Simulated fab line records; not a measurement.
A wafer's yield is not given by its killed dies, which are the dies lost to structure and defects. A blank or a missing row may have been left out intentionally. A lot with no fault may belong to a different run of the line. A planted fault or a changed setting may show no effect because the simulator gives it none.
fab line records	flow n5-finfet	part 1 of 2: steps 1 to 5 of 6
record: lots: 8	wafers: 24	last-day: 19
route steps=1938 shown HKMG_FIN@439 BEOL_M4@1111 PASSIVATION@1936
lots untouched by any fault: they come from a run of this same line in which no faults occurred
start-h: start of the lot's first displayed wafer, in hours after the record's first day	wait-h: hours since the lot's step before	" as in the row above	L1.1+2: a row that stands for several wafers	- no value, or no start given	* or withheld: withheld	< > ~ a bound
route shown NAME@n: a module of which the file shows steps, and the number in the route of the first	usual: mean and standard deviation over wafers with no fault	same: alike in all rows	chamber/n: place in a boat	sites: the reading at each site	_std_site: the values' standard deviation	_edge_site: outer sites' mean less inner sites'	radius-mm: for every site, how far away it sits from the centre of the wafer	mask NAME#n: copy n	behind: the most recent tool/chamber to have shaped the wafer	hold: why the lot was held/for how many hours/how that ended	device: whichever transistor did not switch (one of n, p or np)	end of line: tests run on the same wafers once the route is complete	for a step that has no rows: nothing shown but its recipe	killed: dies lost to structure and defects at the first sort, not the wafer's yield	map: the dies of a wafer, with x for killed, . for not killed, _ for no die there
set.NAME: the setting as run; set.NAME@STEP: as run at that earlier step	model.NAME: the simulator's own value behind a step, which no gauge read
the route's steps for a sample of lots (tables are steps, rows are wafers)
services: when a tool's chamber went out of use (start-h, in hours from the record's first day, below 0 if earlier), for how many hours, and the reason
== steps ==
step: N5_HKMG_FIN_STRIP_92
recipe: chemistry: N2/H2	material: SOC	time-s: 20	power-w: 500	temp-c: 40	pressure-mtorr: 50	rf-frequency-hz: 6e+07	bias-power-w: 8	h2-frac: 0.5	n2-flow-sccm: 300	h2-flow-sccm: 300
usual: drypump-motor-current-A: 5.7/0.34	oes-product-au: 0.79/0.099	rf-vpp-V: 54.2/0.89	showerhead-plenum-p-Torr: 3.36/0.11	throttle-valve-pct: 19.0/0.31
lot.wafer	tool	chamber	start-h	wait-h	drypump-motor-current-A	oes-product-au	rf-hours-counter-h	rf-vpp-V	showerhead-plenum-p-Torr	throttle-valve-pct
L298.2	rie-diel-02	1	76.62	0.1	5.9	0.68	240	53.5	3.31	19.2
L298.3	"	3	"	"	5.2	0.78	148	54.1	3.50	18.7
L298.5	"	1	"	"	5.9	0.69	-	55.1	3.32	19.2
L301.2	rie-diel-01	2	96.13	0.1	5.7	0.92	19	53.7	3.29	18.8
L301.4	"	3	"	"	6.4	0.69	245	54.6	3.31	18.9
L301.5	"	1	"	"	5.5	0.71	-	53.6	3.33	19.2
L306.1	rie-diel-06	1	124.75	0.1	5.6	0.74	161	53.2	3.35	18.6
L306.3	"	0	"	"	5.3	0.86	35	54.8	3.57	18.9
L306.4	"	3	"	"	6.2	0.70	-	53.3	3.20	19.6
L310.1	rie-diel-06	0	148.18	0.1	5.3	0.85	43	54.7	3.57	18.9
L310.2	"	2	"	"	5.7	0.96	6	52.1	3.30	18.7
L310.6	"	0	"	"	5.3	0.85	-	54.3	3.57	18.9
L311.3	rie-diel-01	2	154.13	0.1	5.8	0.87	43	54.6	3.28	18.8
L311.5	"	1	"	"	5.6	0.69	-	53.4	3.32	19.3
L311.6	"	2	"	"	5.8	0.89	-	54.1	3.28	18.8
L312.1	rie-diel-02	0	159.61	0.1	5.9	0.73	169	54.1	3.47	19.0
L312.3	"	1	"	"	5.8	0.93	11	53.7	3.30	18.9
L312.5	"	0	"	"	5.9	0.73	-	52.5	3.47	19.0
L316.1	rie-diel-02	1	183.70	0.1	5.9	0.90	19	53.0	3.30	18.9
L316.2	"	0	"	"	5.8	0.72	177	54.6	3.47	19.0
L316.6	"	3	"	"	5.2	0.74	-	53.8	3.48	18.8
L321.2	rie-diel-06	1	214.15	0.1	5.6	0.73	182	54.8	3.33	18.6
L321.5	"	0	"	"	5.3	0.82	-	53.5	3.55	18.9
L321.6	"	3	"	"	6.2	0.69	-	54.2	3.19	19.7
step: N5_HKMG_FIN_STRIP_89
recipe: chemistry: N2/H2	material: SOC	time-s: 20	power-w: 500	temp-c: 40	pressure-mtorr: 50	rf-frequency-hz: 6e+07	bias-power-w: 8	h2-frac: 0.5	n2-flow-sccm: 300	h2-flow-sccm: 300
usual: drypump-motor-current-A: 5.7/0.36	oes-product-au: 0.81/0.11	rf-vpp-V: 54.2/0.94	showerhead-plenum-p-Torr: 3.34/0.1	throttle-valve-pct: 19.0/0.32
lot.wafer	tool	chamber	start-h	wait-h	drypump-motor-current-A	oes-product-au	rf-hours-counter-h	rf-vpp-V	showerhead-plenum-p-Torr	throttle-valve-pct
L298.2	rie-diel-01	0	77.55	0.0	5.2	0.67	235	52.8	3.31	19.3
L298.3	"	2	"	"	5.8	0.94	13	54.1	3.30	18.8
L298.5	"	1	"	"	5.6	0.72	-	54.0	3.34	19.2
L301.2	rie-diel-06	3	97.06	0.0	6.2	0.72	200	52.6	3.21	19.6
L301.4	"	1	"	"	5.6	0.75	-	54.7	3.35	18.6
L301.5	"	2	"	"	5.7	0.67	-	54.4	3.30	19.1
L306.1	rie-diel-02	3	125.72	0.0	5.2	0.76	166	55.2	3.49	18.8
L306.3	"	2	"	"	5.7	0.94	18	53.7	3.30	18.9
L306.4	"	3	"	"	5.2	0.75	-	54.1	3.49	18.8
L310.1	rie-diel-02	1	149.11	0.0	5.8	0.95	7	53.9	3.31	18.9
L310.2	"	3	"	"	5.2	0.75	175	55.4	3.49	18.8
L310.6	"	3	"	"	5.2	0.74	-	54.8	3.49	18.8
L311.3	rie-diel-01	2	155.06	0.0	5.7	0.88	44	54.9	3.28	18.8
L311.5	"	3	"	"	6.4	1.02	-	52.9	3.31	18.5
L311.6	"	1	"	"	5.6	0.70	-	54.6	3.32	19.3
L312.1	rie-diel-01	2	160.54	0.0	5.8	0.88	46	55.2	3.28	18.8
L312.3	"	3	"	"	6.4	1.00	3	54.0	3.30	18.6
L312.5	"	1	"	"	5.6	0.69	-	54.3	3.32	19.3
L316.1	rie-diel-01	3	184.66	0.0	6.4	0.96	12	54.8	3.30	18.6
L316.2	"	2	"	"	5.8	0.86	57	55.4	3.27	18.8
L316.6	"	1	"	"	5.6	0.69	-	53.2	3.31	19.3
L321.2	rie-diel-02	1	215.09	0.0	5.9	0.88	30	53.6	3.29	18.9
L321.5	"	3	"	"	5.2	0.73	-	56.0	3.48	18.8
L321.6	"	2	"	"	5.7	0.86	-	55.2	3.28	18.9
step: N5_HKMG_FIN_NWFM_ALD_20
recipe: material: TiAlC	target-thk-a: 20	temp-c: 300	ald-precursor-family: TiCl4	ald-co-reactant: TEA	pulse-time-s: 3	purge-time-s: 2	co-reactant-purge-time-s: 2	co-reactant-pulse-time-s: 10	ald-cycles: 7	pressure-torr: 3
usual: ald-cycles: 7/0	heater-power-w: 517/70	precursor-pulse-height-rel: 0.997/0.018
same: pulse-time-s: 3
lot.wafer	tool	chamber	start-h	wait-h	ald-cycles	heater-power-w	precursor-pulse-height-rel
L298.2	ald-metal-02	3	78.12	0.3	7	660	1.021
L298.3	"	0	"	"	7	597	0.990
L298.5	"	3	"	"	7	657	0.989
L301.2	ald-metal-02	3	97.63	0.3	7	643	1.000
L301.4	"	2	"	"	7	611	1.017
L301.5	"	2	"	"	7	624	0.978
L306.1	ald-metal-02	0	126.36	0.3	7	602	1.009
L306.3	"	3	"	"	7	644	0.999
L306.4	"	1	"	"	7	489	1.025
L310.1	ald-metal-02	3	149.69	0.3	2	650	1.000
L310.2	"	0	"	"	2	584	1.007
L310.6	"	3	"	"	2	666	1.029
L311.3	ald-metal-02	3	155.63	0.1	2	653	1.006
L311.5	"	0	"	"	2	577	1.006
L311.6	"	1	"	"	2	491	1.004
L312.1	ald-metal-04	0	161.18	0.3	7	487	0.987
L312.3	"	2	"	"	7	432	0.969
L312.5	"	2	"	"	7	440	0.999
L316.1	ald-metal-01	1	185.24	0.3	7	464	0.977
L316.2	"	3	"	"	7	555	1.008
L316.6	"	0	"	"	7	475	0.994
L321.2	ald-metal-04	2	215.66	0.3	7	430	1.002
L321.5	"	1	"	"	7	445	0.976
L321.6	"	2	"	"	7	436	0.995
step: N5_HKMG_FIN_ETCH_67
recipe: chemistry: N2/H2	target: SOC	target-depth-a: 3889	stop-on: TiN	ion-energy-ev: 100	bias-w: 61	pressure-mtorr: 30	source-w: 850	n2-flow-sccm: 200	h2-flow-sccm: 200
usual: drypump-motor-current-A: 5.7/0.34	oes-product-au: 0.80/0.1	rf-vpp-V: 240.5/1.2	showerhead-plenum-p-Torr: 2.53/0.078	throttle-valve-pct: 17.72/0.25
lot.wafer	tool	chamber	start-h	wait-h	drypump-motor-current-A	oes-product-au	rf-hours-counter-h	rf-vpp-V	showerhead-plenum-p-Torr	throttle-valve-pct
L298.2	rie-diel-01	0	78.56	-	5.2	0.67	236	241.4	2.51	18.08
L298.3	"	3	"	"	6.4	0.69	238	239.5	2.51	17.86
L298.5	"	1	"	"	5.5	0.72	-	239.2	2.53	18.14
L301.2	rie-diel-02	2	98.07	-	5.7	0.95	7	238.3	2.50	17.55
L301.4	"	3	"	"	5.2	0.75	155	242.5	2.65	17.65
L301.5	"	0	"	"	5.9	0.74	-	243.3	2.64	17.58
L306.1	rie-diel-02	0	126.80	-	5.9	0.72	157	241.8	2.64	17.60
L306.3	"	3	"	"	5.2	0.74	167	242.6	2.65	17.66
L306.4	"	0	"	"	5.9	0.73	-	241.9	2.64	17.59
L310.1	rie-diel-01	0	150.12	-	5.2	0.64	263	239.9	2.49	18.13
L310.2	"	2	"	"	5.7	0.87	40	241.0	2.48	17.39
L310.6	"	2	"	"	5.7	0.87	-	239.9	2.48	17.38
L311.3	rie-diel-06	1	156.14	-	5.6	0.73	171	240.2	2.53	17.61
L311.5	"	3	"	"	6.2	0.69	-	238.4	2.42	18.06
L311.6	"	0	"	"	5.3	0.83	-	241.3	2.70	17.69
L312.1	rie-diel-02	1	161.62	-	5.8	0.91	12	240.0	2.50	17.58
L312.3	"	3	"	"	5.2	0.73	179	242.6	2.64	17.68
L312.5	"	0	"	"	5.9	0.72	-	242.4	2.63	17.61
L316.1	rie-diel-01	1	185.68	-	5.5	0.68	230	240.4	2.51	18.21
L316.2	"	2	"	"	5.7	0.85	57	239.2	2.48	17.42
L316.6	"	2	"	"	5.8	0.85	-	240.7	2.48	17.42
L321.2	rie-diel-02	1	216.16	-	5.9	0.87	31	239.9	2.49	17.61
L321.5	"	1	"	"	5.9	0.87	-	240.9	2.49	17.61
L321.6	"	3	"	"	5.2	0.72	-	241.8	2.64	17.71
step: N5_BEOL_M4_RC_MEAS_101
usual: DIBL_N: 36.1/1.3	DIBL_P: 36.1/1.7	IOFF_N: 0.154/0.022	IOFF_N_85C: 3.0/0.36	IOFF_N_LIN: 0.072/0.0088	IOFF_N_LONG: 5.47e-05/2.6e-06	IOFF_P: 0.201/0.024	IOFF_P_85C: 3.5/0.36	IOFF_P_LIN: 0.096/0.0093	IOFF_P_LONG: 0.000102/7.6e-06	ION_N: 675/8.9	ION_P: 462/5.9	SS_N: 71.5/0.49	SS_P: 73.3/0.58	VT_N: 250.0/2.7	VT_N_LONG: 275.2/1.9	VT_N_LVT: 98.5/2.8	VT_P: -251.3/2.7	VT_P_LONG: -276.1/2.9	VT_P_LVT: -99.6/1.9
lot.wafer	tool	chamber	start-h	wait-h	DIBL_N[mV/V]	DIBL_P[mV/V]	IOFF_N[nA/um]	IOFF_N_85C[nA/um]	IOFF_N_LIN[nA/um]	IOFF_N_LONG[nA/um]	IOFF_P[nA/um]	IOFF_P_85C[nA/um]	IOFF_P_LIN[nA/um]	IOFF_P_LONG[nA/um]	ION_N[uA/um]	ION_P[uA/um]	SS_N[mV/dec]	SS_P[mV/dec]	VT_N[mV]	VT_N_LONG[mV]	VT_N_LVT[mV]	VT_P[mV]	VT_P_LONG[mV]	VT_P_LVT[mV]
L298.2	prober-01	0	164.01	0.2	35.6	34.7	0.148	2.9	0.072	5.5e-05	0.194	3.3	0.093	0.000102	674	468	71.6	73.1	249.6	275.8	98.4	-251.0	-278.6	-100.8
L298.3	"	0	"	"	35.7	34.9	0.151	2.9	0.071	5.46e-05	0.200	3.4	0.095	0.000102	688	470	72.3	73.5	249.3	275.3	100.3	-249.6	-277.6	-99.3
L298.5	"	0	"	"	35.3	34.9	0.147	2.9	0.070	5.47e-05	0.196	3.4	0.093	0.000105	678	463	72.2	72.6	247.7	274.2	99.9	-250.2	-276.2	-99.8
L301.2	prober-02	0	189.27	0.2	37.6	37.2	0.164	3.2	0.077	5.61e-05	0.216	3.7	0.102	0.000104	681	468	71.6	73.5	250.3	273.7	97.2	-249.2	-275.5	-96.6
L301.4	"	0	"	"	38.4	38.5	0.181	3.6	0.084	5.61e-05	0.235	4.1	0.109	0.000103	684	468	72.1	73.9	248.3	275.3	94.7	-249.2	-278.9	-95.8
L301.5	"	0	"	"	35.2	34.9	0.134	2.7	0.066	5.73e-05	0.184	3.3	0.092	0.000108	681	466	71.5	73.4	252.3	275.0	100.4	-253.5	-276.2	-99.3
L306.1	prober-01	0	227.34	0.0	35.2	35.5	0.131	2.7	0.064	5.62e-05	0.189	3.3	0.094	0.000109	672	461	71.0	73.0	251.7	274.4	99.5	-250.1	-274.8	-100.4
L306.3	"	0	"	"	36.0	35.5	0.134	2.7	0.064	5.72e-05	0.192	3.3	0.095	0.000117	668	463	71.3	72.4	250.1	274.8	100.0	-248.9	-273.9	-99.5
L306.4	"	0	"	"	36.5	36.9	0.146	2.9	0.069	5.56e-05	0.214	3.6	0.103	0.000111	676	465	71.0	73.2	249.3	274.5	98.6	-249.1	-275.2	-97.7
L311.3	prober-01	0	256.60	0.3	32.9	32.7	0.000	0.0	0.000	2.68e-05	0.906	12.1	0.443	0.000474	318	535	71.2	73.2	419.3	442.4	265.8	-205.6	-224.7	-53.3
L311.5	"	0	"	"	33.4	33.6	0.000	0.0	0.000	2.61e-05	0.993	13.0	0.465	0.00047	311	528	71.1	73.4	418.3	441.5	265.3	-205.8	-227.8	-52.7
L311.6	"	0	"	"	33.5	32.3	0.000	0.0	0.000	2.7e-05	0.873	11.6	0.428	0.000476	314	530	71.3	72.7	423.8	441.8	269.5	-206.6	-225.9	-54.3
L310.1	prober-01	0	259.59	0.0	36.0	34.7	0.000	0.0	0.000	2.71e-05	1.106	15.0	0.542	0.00052	319	535	70.5	72.4	414.5	441.6	261.7	-200.1	-221.9	-49.4
L310.2	"	0	"	"	37.1	35.7	0.000	0.0	0.000	2.76e-05	1.178	15.7	0.562	0.000507	318	533	71.2	73.2	416.2	440.1	262.8	-202.2	-224.1	-49.3
L310.6	"	0	"	"	36.7	35.4	0.000	0.0	0.000	2.77e-05	1.150	15.5	0.552	0.000516	323	536	71.0	73.3	415.3	440.3	263.4	-203.5	-224.2	-49.5
L312.1	prober-02	0	261.64	0.0	36.6	35.2	0.166	3.3	0.076	5.75e-05	0.215	3.7	0.102	0.0001	678	455	71.7	73.0	246.1	272.8	95.1	-251.5	-275.1	-97.9
L312.3	"	0	"	"	36.9	35.6	0.167	3.3	0.077	5.74e-05	0.219	3.7	0.101	0.000103	681	465	71.5	73.0	246.6	271.8	96.1	-250.9	-274.4	-97.4
L312.5	"	0	"	"	36.5	35.4	0.162	3.2	0.076	5.81e-05	0.207	3.5	0.097	0.000103	685	461	71.4	73.1	246.0	273.9	94.2	-250.9	-273.6	-98.8
L316.1	prober-02	0	284.72	0.0	36.0	36.7	0.141	2.9	0.067	4.9e-05	0.183	3.1	0.085	8.8e-05	668	455	70.9	73.6	250.3	280.1	101.4	-252.3	-279.9	-103.6
L316.2	"	0	"	"	36.6	36.9	0.141	2.9	0.066	4.9e-05	0.189	3.2	0.088	8.6e-05	667	456	71.6	73.5	252.9	276.5	101.0	-256.0	-283.1	-103.3
L316.6	"	0	"	"	34.9	35.4	0.122	2.6	0.059	4.92e-05	0.162	2.9	0.078	8.6e-05	659	453	70.7	72.5	253.9	276.6	103.1	-256.0	-282.2	-105.0
L321.2	prober-01	0	322.61	0.2	35.0	35.5	0.129	2.7	0.065	5.13e-05	0.156	2.8	0.079	9.3e-05	667	456	71.1	73.3	251.5	278.8	97.4	-255.6	-278.4	-100.9
L321.5	"	0	"	"	35.0	36.1	0.136	2.8	0.067	5.09e-05	0.168	3.0	0.083	9.3e-05	678	460	71.8	72.9	249.9	277.9	95.9	-253.4	-280.5	-100.5
L321.6	"	0	"	"	35.9	36.4	0.141	2.8	0.070	5.17e-05	0.169	3.0	0.083	9.3e-05	677	462	72.3	73.3	250.5	276.9	96.6	-256.6	-277.0	-101.0
== key ==
first-sign: step: N5_HKMG_FIN_NWFM_ALD_20	reading: ald-cycles	direction: down	sigmas: 99+	usual: *	struck: *
effect: step: N5_BEOL_M4_RC_MEAS_101	reading: VT_N_LONG	direction: up	sigmas: 89	usual: 275.2	struck: 441.3
effect: step: N5_BEOL_M4_RC_MEAS_101	reading: VT_N	direction: up	sigmas: 62	usual: 250.0	struck: 417.9
effect: step: N5_BEOL_M4_RC_MEAS_101	reading: VT_N_LVT	direction: up	sigmas: 58	usual: 98.5	struck: 264.8
effect: step: N5_BEOL_M4_RC_MEAS_101	reading: IOFF_P_LONG	direction: up	sigmas: 52	usual: 0.000102	struck: 0.000494
effect: step: N5_BEOL_M4_RC_MEAS_101	reading: IOFF_P_LIN	direction: up	sigmas: 43	usual: 0.096	struck: 0.499
effect: step: N5_BEOL_M4_RC_MEAS_101	reading: ION_N	direction: down	sigmas: 40	usual: 675	struck: 317
effect: step: N5_BEOL_M4_RC_MEAS_101	reading: IOFF_P	direction: up	sigmas: 34	usual: 0.201	struck: 1.034
effect: step: N5_BEOL_M4_RC_MEAS_101	reading: IOFF_P_85C	direction: up	sigmas: 28	usual: 3.5	struck: 13.8
effect: step: N5_BEOL_M4_RC_MEAS_101	reading: VT_P_LVT	direction: up	sigmas: 25	usual: -99.6	struck: -51.4
effect: step: N5_BEOL_M4_RC_MEAS_101	reading: VT_P	direction: up	sigmas: 18	usual: -251.3	struck: -204.0
effect: step: N5_BEOL_M4_RC_MEAS_101	reading: VT_P_LONG	direction: up	sigmas: 18	usual: -276.1	struck: -224.8
effect: step: N5_BEOL_M4_RC_MEAS_101	reading: ION_P	direction: up	sigmas: 12	usual: 462	struck: 533
effect: step: N5_PASSIVATION_PROBE_49	reading: sort_bin_4_leakage	direction: up	sigmas: 99+	usual: 0	struck: 88.43
met-at N5_HKMG_FIN_NWFM_ALD_20
struck-lots L310,L311
not-acting-at N5_HKMG_FIN_STRIP_92,N5_HKMG_FIN_STRIP_89,N5_HKMG_FIN_ETCH_67
onset-between 126.36 149.69
fault: kind: process-parameter-drift	tool: ald-metal-02	chamber: -	onset-h: 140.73	steps: N5_HKMG_FIN_NWFM_ALD_20	channel: ald-cycles	offset: *	shape: step	end-h: 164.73	acts-in: *	stated: *
